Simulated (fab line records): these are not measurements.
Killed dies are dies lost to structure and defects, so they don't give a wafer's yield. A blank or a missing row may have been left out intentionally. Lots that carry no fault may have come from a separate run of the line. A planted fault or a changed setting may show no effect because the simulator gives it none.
fab line records | flow nand_harc
record: lots: 5 wafers: 15 last_day: 34
route steps=1302 shown P_ZERO_WELL@14
lots that met no fault: from a run of the same line without faults
start_h: hours from the record's first day to the start of the lot's first wafer shown | wait_h: how many hours have passed since the lot's step before this one | " identical to the entry in the row above | L1.1+2: several wafers, shown together as one row | - no value, or no start was given | * or withheld: withheld | < > ~ a bound
route shown NAME@n: a module of which the file shows steps, and the number in the route of the first | usual: the fault-free wafers' mean and standard deviation | same: alike in all rows | chamber/n: place in a boat | sites: the reading at each site | _std_site: the values' standard deviation | _edge_site: outer sites' mean less inner sites' | radius_mm: how far each site lies from the wafer's centre | mask NAME#n: copy n | behind: tool/chamber where the wafer was last shaped | hold: what put the lot on hold/how long, in hours/how the hold closed | device: names the non-switching transistor (n, p or np) | end of line: tests of these same wafers at the route's end | a step with no rows: only its recipe | killed: the dies lost at the first sort to structure and to defects; this is not the yield of the wafer | map: per-die view of a wafer (x killed, . not killed, _ where there is no die)
set.NAME: setting as actually run; set.NAME@STEP: the setting as run at that earlier step | model.NAME: the simulator's own value behind a step, which no gauge read
a table for each step, a row for each wafer; lots at some steps of the route
services: the hour from which a tool's chamber was out of use, counted from the record's first day as start_h (under 0 if before that day), plus the number of hours and why
== steps ==
step: NHARC_P_ZERO_WELL_CD_MEAS_11
recipe: target_cd_nm: 500 landing_energy_ev: 500
usual: cd_nm: 500.4/2.1
columns lot.wafer tool chamber start_h wait_h cd_nm
L176.2 cd_sem-02 0 51.22 - 498.6
L176.3 " 0 " " 499.6
L176.6 " 0 " " 499.0
L178.2 cd_sem-02 0 71.24 - 501.9
L178.3 " 0 " " 498.3
L178.6 " 0 " " 503.9
L187.1 cd_sem-02 0 161.13 - 499.3
L187.2 " 0 " " 500.5
L187.4 " 0 " " 499.8
L190.1 cd_sem-02 0 191.46 - 498.1
L190.3 " 0 " " 499.5
L190.6 " 0 " " 503.1
L196.1 cd_sem-03 0 251.31 - 495.6
L196.2 " 0 " " 500.2
L196.3 " 0 " " 497.1
step: NHARC_P_ZERO_WELL_HARDBAKE_12
recipe: temp_c: 118 time_s: 65
step: NHARC_P_ZERO_WELL_DESCUM_13
recipe: time_s: 3 o2_flow_sccm: 200 ar_flow_sccm: 0 bias_power_w: 0 chemistry: O2
usual: drypump_motor_current_A: 5.83/0.28 mfc_ar_sccm: 0.008/0.011 oes_product_au: 0.998/0.0097 rf_vpp_V: 57.8/0.9 showerhead_plenum_p_Torr: 1.94/0.088 throttle_valve_pct: 11.311/0.0089
columns lot.wafer tool chamber start_h wait_h drypump_motor_current_A mfc_ar_sccm oes_product_au rf_hours_counter_h rf_vpp_V showerhead_plenum_p_Torr throttle_valve_pct
L176.3 rie_diel-09 2 51.38 - 6.45 0.009 0.987 21 57.2 1.95 11.302
L176.2 " 3 " " 5.84 0.025 0.989 23 57.9 1.78 11.318
L176.6 " 2 " " 6.46 0.009 0.988 - 58.4 1.95 11.305
L178.3 rie_diel-12 0 71.39 - 5.70 0.021 1.015 49 57.7 1.97 11.310
L178.2 " 3 " " 5.89 0 1.013 44 57.8 1.80 11.324
L178.6 " 0 " " 5.71 0.021 1.011 - 57.3 1.97 11.306
L187.4 rie_diel-09 3 161.29 - 5.83 0.025 1.006 2 58.6 2.08 11.306
L187.1 " 0 " " 5.97 0 0.994 2 58.4 2.01 11.305
L187.2 " 2 " " 6.45 0.009 0.999 2 57.4 1.94 11.327
L190.1 rie_diel-09 0 191.62 - 6.00 0 0.987 11 57.3 2.01 11.308
L190.3 " 3 " " 5.80 0.025 1.005 10 58.3 2.07 11.326
L190.6 " 3 " " 5.83 0.025 0.998 - 56.4 2.07 11.318
L196.1 rie_diel-02 2 251.47 - 5.77 0.002 0.995 8 57.6 1.88 11.300
L196.3 " 3 " " 5.27 0 0.997 12 58.8 2.00 11.314
L196.2 " 0 " " 6.12 0 1.005 12 59.6 2.05 11.316
step: NHARC_P_ZERO_WELL_ETCH_65
recipe: target_depth_a: 800 overetch_a: 240 time_s: 87.88 ion_energy_ev: 200 n2_flow_sccm: 150 h2_flow_sccm: 150 ar_flow_sccm: 0 rf_w: 400 bias_w: 150 chemistry: N2/H2
usual: drypump_motor_current_A: 5.84/0.29 h2_flow_sccm: 150.0/0.44 mfc_ar_sccm: 0.007/0.01 oes_product_au: 0.999/0.011 rf_vpp_V: 431.4/2.8 showerhead_plenum_p_Torr: 2.07/0.1 throttle_valve_pct: 14.171/0.0088
columns lot.wafer tool chamber start_h wait_h drypump_motor_current_A h2_flow_sccm mfc_ar_sccm oes_product_au rf_hours_counter_h rf_vpp_V showerhead_plenum_p_Torr throttle_valve_pct
L176.2 rie_diel-09 3 51.47 0.1 5.82 149.4 0.025 0.983 23 425.8 1.89 14.166
L176.3 " 1 " " 5.87 149.8 0.030 0.994 23 430.6 2.02 14.169
L176.6 " 3 " " 5.84 150.2 0.025 0.979 - 427.2 1.89 14.168
L178.2 rie_diel-12 3 71.51 0.1 5.88 150.7 0 1.005 44 428.8 1.92 14.170
L178.3 " 1 " " 5.87 149.9 0.014 1.012 48 433.2 2.11 14.176
L178.6 " 0 " " 5.68 149.9 0.021 1.006 - 432.2 2.10 14.177
L187.2 rie_diel-09 1 161.38 0.1 5.91 150.3 0.030 1.007 3 429.9 2.01 14.180
L187.1 " 2 " " 6.43 149.5 0.009 1.005 2 431.7 2.07 14.166
L187.4 " 3 " " 5.83 149.2 0.025 1.008 2 433.9 2.22 14.174
L190.1 rie_diel-09 2 191.73 0.1 6.47 149.8 0.009 1.001 11 432.0 2.07 14.164
L190.3 " 3 " " 5.85 150.7 0.025 1.002 10 434.1 2.21 14.172
L190.6 " 2 " " 6.43 150.0 0.009 0.994 - 432.0 2.07 14.160
L196.1 rie_diel-02 1 251.56 0.1 5.67 150.8 0 1.003 8 428.9 1.95 14.171
L196.2 " 2 " " 5.79 150.0 0.002 0.987 8 430.5 2.00 14.170
L196.3 " 0 " " 6.12 149.3 0 0.996 12 435.0 2.19 14.176
step: NHARC_P_ZERO_WELL_ETCH_62
recipe: target_depth_a: 130 time_s: 6.5 chf3_flow_sccm: 50 ar_flow_sccm: 200 rf_w: 500 bias_w: 200 chemistry: CHF3/Ar
usual: drypump_motor_current_A: 5.85/0.27 mfc_ar_sccm: 199.9/0.62 oes_product_au: 0.956/0.018 rf_vpp_V: 371.2/2.5 showerhead_plenum_p_Torr: 2.37/0.1 throttle_valve_pct: 20.216/0.0083
columns lot.wafer tool chamber start_h wait_h drypump_motor_current_A mfc_ar_sccm oes_product_au rf_hours_counter_h rf_vpp_V showerhead_plenum_p_Torr throttle_valve_pct
L176.2 rie_diel-09 0 - - 5.99 199.5 0.961 22 373.0 2.47 20.221
L176.3 " 1 " " 5.91 200.1 0.954 23 369.3 2.32 20.214
L176.6 " 3 " " 5.83 198.8 0.937 - 368.3 2.18 20.197
L178.2 rie_diel-12 0 - - 5.69 200.8 0.920 49 371.8 2.41 20.200
L178.3 " 2 " " 5.66 199.7 0.932 43 372.0 2.45 20.209
L178.6 " 0 " " 5.70 199.6 0.924 - 372.5 2.41 20.216
L187.4 rie_diel-09 0 - - 6.00 199.3 0.927 2 373.0 2.46 20.211
L187.1 " 1 " " 5.90 199.3 0.970 3 369.5 2.31 20.206
L187.2 " 2 " " 6.47 200.2 0.958 3 371.0 2.38 20.222
L190.1 rie_diel-09 0 - - 6.01 200.6 0.957 11 373.0 2.45 20.214
L190.3 " 2 " " 6.44 200.6 0.954 11 372.4 2.38 20.216
L190.6 " 0 " " 6.00 199.5 0.952 - 372.6 2.45 20.212
L196.1 rie_diel-02 0 - - 6.11 200.3 0.966 12 373.0 2.51 20.211
L196.3 " 2 " " 5.79 200.8 0.937 8 370.7 2.31 20.211
L196.2 " 3 " " 5.27 200.5 0.944 12 372.7 2.45 20.213
step: NHARC_P_ZERO_WELL_ETCH_63
recipe: target_depth_a: 1200 time_s: 40.1 hbr_flow_sccm: 150 cl2_flow_sccm: 50 rf_w: 400 icp_w: 400 bias_w: 100 chemistry: HBr/Cl2
usual: drypump_motor_current_A: 5.7/0.39 oes_product_au: 0.998/0.011 throttle_valve_pct: 26.406/0.009
columns lot.wafer tool chamber start_h wait_h drypump_motor_current_A oes_product_au rf_hours_counter_h throttle_valve_pct
L176.2 rie_si-04 3 51.63 - 5.5 0.997 0.32 26.406
L176.3 " 0 " " 5.7 1.007 0.30 26.392
L176.6 " 3 " " 5.5 0.987 - 26.402
L178.3 rie_si-04 0 71.71 - 5.7 0.998 0.57 26.405
L178.2 " 1 " " 4.9 0.988 0.40 26.399
L178.6 " 3 " " 5.5 1.004 - 26.408
L187.2 rie_si-06 1 161.58 - 6.5 1.001 0.52 26.412
L187.4 " 3 " " 5.4 1.007 0.53 26.421
L187.1 " 0 " " 6.3 0.998 0.43 26.407
L190.3 rie_si-04 1 191.93 - 4.9 1.007 0.07 26.412
L190.1 " 2 " " 5.7 0.983 0.12 26.392
L190.6 " 0 " " 5.7 1.008 - 26.406
L196.1 rie_si-03 0 251.73 - 6.1 0.999 0.17 26.419
L196.3 " 2 " " 5.5 0.982 0.11 26.408
L196.2 " 3 " " 5.7 1.015 0.13 26.413
step: NHARC_P_ZERO_WELL_STRIP_15
recipe: time_s: 900 temp_c: 130 chemistry: SPM
step: NHARC_P_ZERO_WELL_DEHYDRATE_16
recipe: temp_c: 150 time_s: 120
step: NHARC_P_ZERO_WELL_HMDS_17
recipe: time_s: 30
step: NHARC_P_ZERO_WELL_COAT_18
recipe: spin_rpm: withheld
step: NHARC_P_ZERO_WELL_SOFTBAKE_19
recipe: temp_c: 122 time_s: 95
step: NHARC_P_ZERO_WELL_EBR_20
step: NHARC_P_ZERO_WELL_EXPOSE_21
recipe: na: 0.6 target_cd_nm: 720 dose_mj: 22.31 mask_id: P_NWELL
usual: reticle_temp_C: 22.98/0.12
columns lot.wafer tool chamber start_h wait_h mask reticle_temp_C
L176.2 krf_scanner-02 0 52.29 - P_NWELL#0 23.04
L176.3 " 0 " " P_NWELL#0 23.07
L176.6 " 0 " " P_NWELL#0 22.87
L178.2 krf_scanner-01 0 72.33 - P_NWELL_R1#0 23.01
L178.3 " 0 " " P_NWELL_R1#0 23.06
L178.6 " 0 " " P_NWELL_R1#0 23.04
L187.1 krf_scanner-01 0 162.35 - P_NWELL#0 22.75
L187.2 " 0 " " P_NWELL#0 23.05
L187.4 " 0 " " P_NWELL#0 23.01
L190.1 krf_scanner-01 0 192.56 - P_NWELL#0 23.25
L190.3 " 0 " " P_NWELL#0 23.19
L190.6 " 0 " " P_NWELL#0 23.22
L196.1 krf_scanner-04 0 252.37 - P_NWELL#0 22.97
L196.2 " 0 " " P_NWELL#0 23.03
L196.3 " 0 " " P_NWELL#0 23.06
step: NHARC_P_ZERO_WELL_PEB_22
recipe: peb_temp_c: 118 peb_time_s: 85
step: NHARC_P_ZERO_WELL_DEVELOP_23
recipe: time_s: 70
step: NHARC_P_ZERO_WELL_CD_MEAS_24
recipe: target_cd_nm: 720 landing_energy_ev: 500
usual: cd_nm: 719.7/1.9
columns lot.wafer tool chamber start_h wait_h cd_nm
L176.2 cd_sem-01 0 52.44 - 720.6
L176.3 " 0 " " 723.3
L176.6 " 0 " " 718.8
L178.2 cd_sem-02 0 72.49 - 706.9
L178.3 " 0 " " 707.5
L178.6 " 0 " " 709.5
L187.1 cd_sem-02 0 162.50 - 717.8
L187.2 " 0 " " 719.0
L187.4 " 0 " " 719.4
L190.1 cd_sem-01 0 192.71 - 716.5
L190.3 " 0 " " 718.4
L190.6 " 0 " " 721.1
L196.1 cd_sem-02 0 252.53 - 719.0
L196.2 " 0 " " 721.5
L196.3 " 0 " " 719.2
step: NHARC_P_ZERO_WELL_HARDBAKE_25
recipe: temp_c: 125 time_s: 80
step: NHARC_P_ZERO_WELL_DESCUM_26
recipe: time_s: 3 o2_flow_sccm: 200 ar_flow_sccm: 0 bias_power_w: 0 chemistry: O2
usual: drypump_motor_current_A: 5.83/0.27 mfc_ar_sccm: 0.008/0.011 oes_product_au: 0.999/0.011 rf_vpp_V: 57.8/0.95 showerhead_plenum_p_Torr: 1.93/0.091 throttle_valve_pct: 11.310/0.0093
columns lot.wafer tool chamber start_h wait_h drypump_motor_current_A mfc_ar_sccm oes_product_au rf_hours_counter_h rf_vpp_V showerhead_plenum_p_Torr throttle_valve_pct model.P_ZERO_WELL.cd_nm
L176.2 rie_diel-09 0 52.62 - 5.99 0 1.000 22 57.7 2.02 11.312 720.3
L176.3 " 1 " " 5.90 0.030 0.997 23 57.5 1.89 11.301 723.3
L176.6 " 3 " " 5.86 0.025 0.979 - 57.6 1.78 11.312 719.5
L178.2 rie_diel-09 2 72.65 - 6.48 0.009 0.989 29 58.4 1.95 11.303 706.7
L178.3 " 3 " " 5.85 0.025 0.995 30 56.7 1.77 11.293 708.3
L178.6 " 3 " " 5.82 0.025 0.987 - 56.9 1.77 11.313 710
L187.2 rie_diel-02 0 162.66 - 6.14 0 1.008 39 56.8 2.06 11.304 719.8
L187.1 " 2 " " 5.74 0.002 1.002 42 56.6 1.89 11.311 718.2
L187.4 " 3 " " 5.25 0 0.993 42 58.4 2.01 11.324 719.5
L190.1 rie_diel-02 0 192.89 - 6.12 0 1.001 47 59.3 2.06 11.315 716.4
L190.3 " 2 " " 5.80 0.002 1.003 52 58.5 1.89 11.311 719
L190.6 " 3 " " 5.25 0 0.987 - 59.2 2.01 11.299 721.3
L196.2 rie_diel-02 1 252.69 - 5.63 0 0.996 8 57.7 1.84 11.312 721.8
L196.3 " 2 " " 5.77 0.002 0.997 8 57.5 1.88 11.308 719.3
L196.1 " 0 " " 6.12 0 0.993 12 59.5 2.05 11.322 719.9
step: NHARC_P_ZERO_WELL_IMPLANT_27
recipe: energy_kev: 600 dose_cm2: 1e+13 tilt_deg: 7
== services ==
columns tool chamber start_h hours kind
krf_scanner-02 - 29.65 0.1 repair
rie_si-04 - 35.60 0.2 repair
rie_diel-02 - 39.70 9.0 pm
rie_si-03 - 44.00 9.0 pm
rie_diel-02 - 78.24 0.3 repair
rie_diel-02 3 79.09 13.0 repair
rie_diel-12 - 91.44 9.0 pm
rie_diel-02 0 104.52 8.8 repair
rie_diel-09 1 111.08 1.3 repair
rie_diel-02 0 118.88 2.3 repair
krf_scanner-01 - 140.00 4.0 pm
rie_diel-09 2 140.52 7.1 repair
rie_diel-12 2 142.32 7.3 repair
rie_diel-09 - 143.14 9.0 pm
rie_si-04 - 165.00 9.0 pm
rie_diel-09 2 168.44 2.5 repair
rie_diel-09 1 182.67 15.7 repair
rie_si-04 - 199.49 0.9 repair
rie_diel-12 2 200.63 10.0 repair
rie_diel-12 0 212.52 8.3 repair
rie_diel-02 - 216.70 9.0 pm
rie_si-04 0 218.52 5.4 repair
rie_diel-09 2 229.23 8.9 repair
rie_diel-12 1 238.83 9.6 repair
== key ==
first_sign: step: NHARC_P_ZERO_WELL_EXPOSE_21 reading: mask direction: changed
effect: step: NHARC_P_ZERO_WELL_CD_MEAS_24 reading: cd_nm direction: down sigmas: 6.2 usual: 719.7 struck: 707.9
model_effect: step: NHARC_P_ZERO_WELL_DESCUM_26 value: P_ZERO_WELL.cd_nm without: 717.2 struck: 708.3
met_at NHARC_P_ZERO_WELL_EXPOSE_21
struck_wafers L178.2,L178.3,L178.6
tester_left_out L178
fault: kind: wrong_mask tool: any chamber: - onset_h: 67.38 steps: NHARC_P_ZERO_WELL_EXPOSE_21 aux_copy: P_NWELL_R1#0 cd_offset_nm: -8.9214 scope: struck_lots_only
tester_left_out: of these lots the tester's yield and bins aren't shown, on N5 and GAA mostly nor the transistor test; their killed dies are dies lost to structure and defects alone, not to doping, threshold or leakage, so they don't give the yield
